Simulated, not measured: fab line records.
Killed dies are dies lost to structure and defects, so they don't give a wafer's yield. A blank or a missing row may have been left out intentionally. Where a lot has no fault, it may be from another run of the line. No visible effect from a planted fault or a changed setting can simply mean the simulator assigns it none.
The tool behind it: which one? | flow nand harc | 12 lots, 36 wafers sampled, at 5 steps of a route of 1159

== WHAT THE GAUGES SHOWED, per wafer ==
NHARC_END_SORT_01. Usual: defect limited yield 95.2 %, standard deviation 1.9; killed at array 29, standard deviation 13; killed at other 0.7, standard deviation 1; killed at periphery 3.2, standard deviation 2.3; killed dies 33, standard deviation 13; killed open 3.3, standard deviation 1.7; killed short 2.0, standard deviation 1.5; sort_bin_2_pct 1.5 %, standard deviation 0.8; sort_bin_3_pct 0.27 %, standard deviation 0.22; sort_bin_4_pct 3.0 %, standard deviation 1.1; sort n pass 644, standard deviation 13; sort rim yield pct 96.0 %, standard deviation 2.9; sort yield pct 95.2 %, standard deviation 1.9.
lot  | measured     | on        | defect limited yield (%) | killed at array | killed at other | killed at periphery | killed dies | killed open | killed short | sort_bin_2_pct (%) | sort_bin_3_pct (%) | sort_bin_4_pct (%) | sort n pass | sort rim yield pct (%) | sort yield pct (%) | flag
L675 | day 19 06:14 | prober-02 | 96.6 96.6 95.7           | 22 19 25        | 0 0 1           | 1 4 3               | 23 23 29    | 3 4 5       | 1 2 2        | 0.7 1.8 1.6        | 0.44 0.15 0.15     | 2.2 1.5 2.5        | 654 654 648 | 98.1 93.4 99.1         | 96.6 96.6 95.7     |
L676 | day 19 16:29 | prober-01 | 96.5 96.2 96.0           | 22 20 24        | 0 0 0           | 2 6 3               | 24 26 27    | 2 4 3       | 4 1 3        | 0.6 1.6 1.2        | 0.15 0.15 0.30     | 2.8 2.1 2.5        | 653 651 650 | 97.2 99.1 97.2         | 96.5 96.2 96.0     |
L677 | day 20 00:19 | prober-01 | 96.9 96.9 95.1           | 19 18 32        | 0 1 0           | 2 2 1               | 21 21 33    | 2 2 3       | 2 3 2        | 0.7 0.3 1.2        | 0.30 0.30 0.74     | 2.1 2.5 3.0        | 656 656 644 | 97.2 94.3 98.1         | 96.9 96.9 95.1     |
L678 | day 19 14:54 | prober-02 | 95.7 95.4 96.5           | 26 27 23        | 1 1 0           | 2 3 1               | 29 31 24    | 2 4 2       | 1 2 2        | 0.9 1.6 0.7        | 0.15 0.15 0.59     | 3.2 2.8 2.2        | 648 646 653 | 98.1 98.1 97.2         | 95.7 95.4 96.5     |
L679 | day 21 00:59 | prober-02 | 95.6 96.2 94.8           | 27 25 34        | 0 0 0           | 3 1 1               | 30 26 35    | 2 4 2       | 1 2 1        | 1.6 0.7 1.0        | 0.15 0 0.30        | 2.7 3.1 3.8        | 647 651 642 | 96.2 90.6 99.1         | 95.6 96.2 94.8     |
L681 | day 21 07:56 | prober-02 | 96.3 95.4 96.0           | 24 27 23        | 0 0 0           | 1 4 4               | 25 31 27    | 4 3 3       | 0 5 1        | 1.0 1.0 1.6        | 0.44 0.44 0.15     | 2.2 3.1 2.2        | 652 646 650 | 98.1 96.2 93.4         | 96.3 95.4 96.0     |
L683 | day 21 07:10 | prober-01 | 94.1 93.1 91.6           | 36 39 45        | 0 3 3           | 4 5 9               | 40 47 57    | 8 4 7       | 2 1 2        | 1.6 1.9 2.4        | 0 0.44 0.74        | 4.3 4.6 5.3        | 637 630 620 | 90.6 98.1 88.7         | 94.1 93.1 91.6     |
L684 | day 22 01:38 | prober-02 | 83.9 79.6 85.8           | 45 44 40        | 0 0 0           | 64 94 56            | 109 138 96  | 3 5 5       | 0 2 1        | 6.6 8.0 5.6        | 2.81 4.87 2.81     | 6.6 7.5 5.8        | 568 539 581 | 86.8 90.6 87.7         | 83.9 79.6 85.8     | OFF
L685 | day 22 02:29 | prober-01 | 94.1 96.0 95.0           | 30 21 28        | 2 1 0           | 8 5 6               | 40 27 34    | 3 1 4       | 3 2 0        | 2.4 1.6 1.8        | 0.15 0.15 0.30     | 3.4 2.2 3.0        | 637 650 643 | 95.3 97.2 95.3         | 94.1 96.0 95.0     |
L687 | day 22 17:56 | prober-02 | 85.1 86.9 85.7           | 33 33 33        | 0 0 0           | 68 56 64            | 101 89 97   | 6 3 4       | 4 5 2        | 6.1 4.0 5.3        | 2.95 3.69 3.84     | 5.9 5.5 5.2        | 576 588 580 | 84.0 83.0 85.8         | 85.1 86.9 85.7     | OFF
L686 | day 22 14:59 | prober-01 | 94.1 93.9 94.2           | 35 40 38        | 0 1 0           | 5 0 1               | 40 41 39    | 3 5 2       | 1 0 1        | 1.8 1.5 2.2        | 0.59 0.30 0.44     | 3.5 4.3 3.1        | 637 636 638 | 94.3 90.6 89.6         | 94.1 93.9 94.2     |
L694 | day 24 20:16 | prober-01 | 91.6 92.5 92.5           | 56 50 50        | 0 0 0           | 1 1 1               | 57 51 51    | 3 2 2       | 1 1 1        | 2.8 2.2 2.4        | 0.59 1.03 0.30     | 5.0 4.3 4.9        | 620 626 626 | 98.1 93.4 94.3         | 91.6 92.5 92.5     |

== EACH LOT AND THE TOOL THAT RAN IT (in order: tool; ch and the chambers of the sampled wafers; start) ==
lot  | NHARC_P_M1_ETCH_15                | NHARC_THIN_TSV_ETCH_44             | NHARC_THIN_TSV_ETCH_15           | NHARC_THIN_TSV_STRIP_45
L675 | rie diel-05 ch 0,2,3, day 5 19:22 | rie diel-03 ch 1,3, day 18 09:18   | rie si-01 ch 1,3, day 18 09:49   | plasma asher-01 ch 0,1, day 18 10:02
L676 | rie diel-10 ch 0,2,3, day 5 20:45 | rie diel-03 ch 1,2,3, day 19 00:08 | rie si-02 ch 0,1, day 19 00:43   | plasma asher-01 ch 0,1, day 19 01:01
L677 | rie diel-10 ch 0,1,3, day 6 18:34 | rie diel-12 ch 0,1,2, day 19 01:28 | rie si-06 ch 2,3, day 19 01:55   | plasma asher-01 ch 0,1, day 19 02:13
L678 | rie diel-05 ch 2,3, day 6 18:47   | rie diel-12 ch 1,2,3, day 19 02:23 | rie si-02 ch 0,1,2, day 19 02:59 | plasma asher-01 ch 0,1, day 19 03:14
L679 | rie diel-10 ch 0,3, day 7 09:37   | rie diel-12 ch 0,2,3, day 20 07:39 | rie si-02 ch 1,2, day 20 08:07   | plasma asher-01 ch 0,1, day 20 08:28
L681 | rie diel-05 ch 0,1,3, day 7 15:10 | rie diel-12 ch 1,2,3, day 20 16:21 | rie si-01 ch 0,1,3, day 20 16:53 | plasma asher-02 ch 0,1, day 20 17:05
L683 | rie diel-10 ch 1,3, day 8 00:52   | rie diel-02 ch 0,1, day 20 18:38   | rie si-06 ch 0,2, day 20 19:14   | plasma asher-02 ch 0,1, day 20 19:31
L684 | rie diel-10 ch 0,1,3, day 8 07:32 | rie diel-12 ch 0,2, day 21 11:05   | rie si-02 ch 2,3, day 21 11:36   | plasma asher-01 ch 0,1, day 21 11:52
L685 | rie diel-05 ch 0,1,3, day 8 07:40 | rie diel-03 ch 0,1,3, day 21 10:04 | rie si-01 ch 0,2,3, day 21 10:38 | plasma asher-01 ch 0,1, day 21 10:54
L687 | rie diel-10 ch 0,3, day 9 10:25   | rie diel-03 ch 1,2, day 22 01:06   | rie si-06 ch 0,2,3, day 22 01:41 | plasma asher-02 ch 0,1, day 22 01:53
L686 | rie diel-06 ch 0,1,3, day 9 10:41 | rie diel-12 ch 0,3, day 21 23:58   | rie si-02 ch 0,2, day 22 00:30   | plasma asher-01 ch 1, day 22 00:43
L694 | rie diel-06 ch 0,1, day 10 18:38  | rie diel-12 ch 0,2, day 24 03:20   | rie si-02 ch 0,1, day 24 03:52   | plasma asher-01 ch 0,1, day 24 04:05
- NHARC_P_M1_ETCH_15: etches the open film in C4F8/Ar, target depth 182.5 nm, time 91.2 s.
- NHARC_THIN_TSV_ETCH_44: etches the open film in CF4/O2, target depth 1594.2 nm, time 797.1 s.
- NHARC_THIN_TSV_ETCH_15: target depth 3000 nm, bosch target overetch cycles 2, bosch etch step 2.8 s.
- NHARC_THIN_TSV_STRIP_45: strips in O2.

== WHAT THE TOOLS THEMSELVES READ (means of the sampled wafers that have a number; where no wafer has one, the mark that the record gives instead) ==
NHARC_P_M1_ETCH_15. Usual: oes product au 0.949 a.u., standard deviation 0.023; rf vpp V 441.7 V, standard deviation 2.4.
lot  | tool        | oes product au (a.u.) | rf vpp V (V) | flag
L675 | rie diel-05 | 0.930                 | 441.9        |
L676 | rie diel-10 | 0.928                 | 441.5        |
L677 | rie diel-10 | 0.921                 | 443.8        |
L678 | rie diel-05 | 0.925                 | 441.5        |
L679 | rie diel-10 | 0.919                 | 442.5        |
L681 | rie diel-05 | 0.941                 | 441.6        |
L683 | rie diel-10 | 0.965                 | 445.0        |
L684 | rie diel-10 | 0.919                 | 443.8        |
L685 | rie diel-05 | 0.977                 | 441.9        |
L687 | rie diel-10 | 0.952                 | 442.2        |
L686 | rie diel-06 | 0.928                 | 438.1        |
L694 | rie diel-06 | 0.966                 | 440.8        |

NHARC_THIN_TSV_ETCH_44. Usual: drypump motor current A 5.5 A, standard deviation 0.52; oes product au 0.996 a.u., standard deviation 0.012; rf vpp V 796 V, standard deviation 5.1; showerhead plenum p Torr 1.86 Torr, standard deviation 0.079; throttle valve pct 16.914 %, standard deviation 0.01.
lot  | tool        | drypump motor current A (A) | oes product au (a.u.) | rf vpp V (V) | showerhead plenum p Torr (Torr) | throttle valve pct (%) | flag
L675 | rie diel-03 | 5.1                         | 1.004                 | 788          | 1.74                            | 16.907                 |
L676 | rie diel-03 | 5.4                         | 0.997                 | 791          | 1.79                            | 16.922                 |
L677 | rie diel-12 | 5.4                         | 0.993                 | 798          | 1.90                            | 16.907                 |
L678 | rie diel-12 | 5.6                         | 0.997                 | 798          | 1.90                            | 16.916                 |
L679 | rie diel-12 | 5.9                         | 0.989                 | 800          | 1.92                            | 16.914                 |
L681 | rie diel-12 | 5.6                         | 1.002                 | 799          | 1.90                            | 16.908                 |
L683 | rie diel-02 | 5.6                         | 1.003                 | 793          | 1.80                            | 16.911                 |
L684 | rie diel-12 | 5.5                         | 0.987                 | 801          | 1.93                            | 16.912                 |
L685 | rie diel-03 | 5.5                         | 1.001                 | 792          | 1.80                            | 16.924                 |
L687 | rie diel-03 | 5.2                         | 0.985                 | 789          | 1.76                            | 16.918                 |
L686 | rie diel-12 | 6.3                         | 0.998                 | 800          | 1.91                            | 16.923                 |
L694 | rie diel-12 | 5.7                         | 0.989                 | 800          | 1.92                            | 16.916                 |

NHARC_THIN_TSV_ETCH_15. Usual: drypump motor current A at 5.8 A, with a standard deviation of 0.52.
lot  | tool      | drypump motor current A (A) | flag
L675 | rie si-01 | 6.3                         |
L676 | rie si-02 | 5.4                         |
L677 | rie si-06 | 5.2                         |
L678 | rie si-02 | 5.5                         |
L679 | rie si-02 | 5.7                         |
L681 | rie si-01 | 6.0                         |
L683 | rie si-06 | 6.0                         |
L684 | rie si-02 | 5.7                         |
L685 | rie si-01 | 6.2                         |
L687 | rie si-06 | 5.6                         |
L686 | rie si-02 | 5.8                         |
L694 | rie si-02 | 5.2                         |

NHARC_THIN_TSV_STRIP_45. Usual: drypump motor current A 5.59 A, standard deviation 0.15; heater power w 328 W, standard deviation 30.
lot  | tool            | drypump motor current A (A) | heater power w (W) | flag
L675 | plasma asher-01 | 5.63                        | 302                |
L676 | plasma asher-01 | 5.64                        | 323                |
L677 | plasma asher-01 | 5.63                        | 320                |
L678 | plasma asher-01 | 5.62                        | 326                |
L679 | plasma asher-01 | 5.64                        | 315                |
L681 | plasma asher-02 | 5.59                        | 343                |
L683 | plasma asher-02 | 5.59                        | 346                |
L684 | plasma asher-01 | 5.63                        | 306                |
L685 | plasma asher-01 | 5.63                        | 333                |
L687 | plasma asher-02 | 5.45                        | 349                |
L686 | plasma asher-01 | 5.66                        | 292                |
L694 | plasma asher-01 | 5.64                        | 306                |

== THE ANSWER, worked out from the rows above alone ==
Rule: lot off if the mean of its wafers having a number is beyond 3 standard deviations from the usual mean. Also off: a lot with no number at a reading for which 4 or more lots have one. Any other lot the step has rows for is counted as sound. The gauges are gone through in route order, then the tools' own readings, and for those a lot's mean is taken as printed above. The first step at which some lot is off is used, and at that step the reading that is off furthest; a lot without a number counts as furthest.
Off, at NHARC_END_SORT_01 on killed at periphery: L684, L687.
A tool fits if, at a process step before that reading, it ran every lot that is off, and no sound lot after the first of them. Gauges at NHARC_END_SORT_01: tried the same way as those tools. Undecided on this evidence; 2 tools fit (rie diel-10 at NHARC_P_M1_ETCH_15, prober-02 at NHARC_END_SORT_01).

== WHAT WAS PUT IN BY THE SIMULATOR ==
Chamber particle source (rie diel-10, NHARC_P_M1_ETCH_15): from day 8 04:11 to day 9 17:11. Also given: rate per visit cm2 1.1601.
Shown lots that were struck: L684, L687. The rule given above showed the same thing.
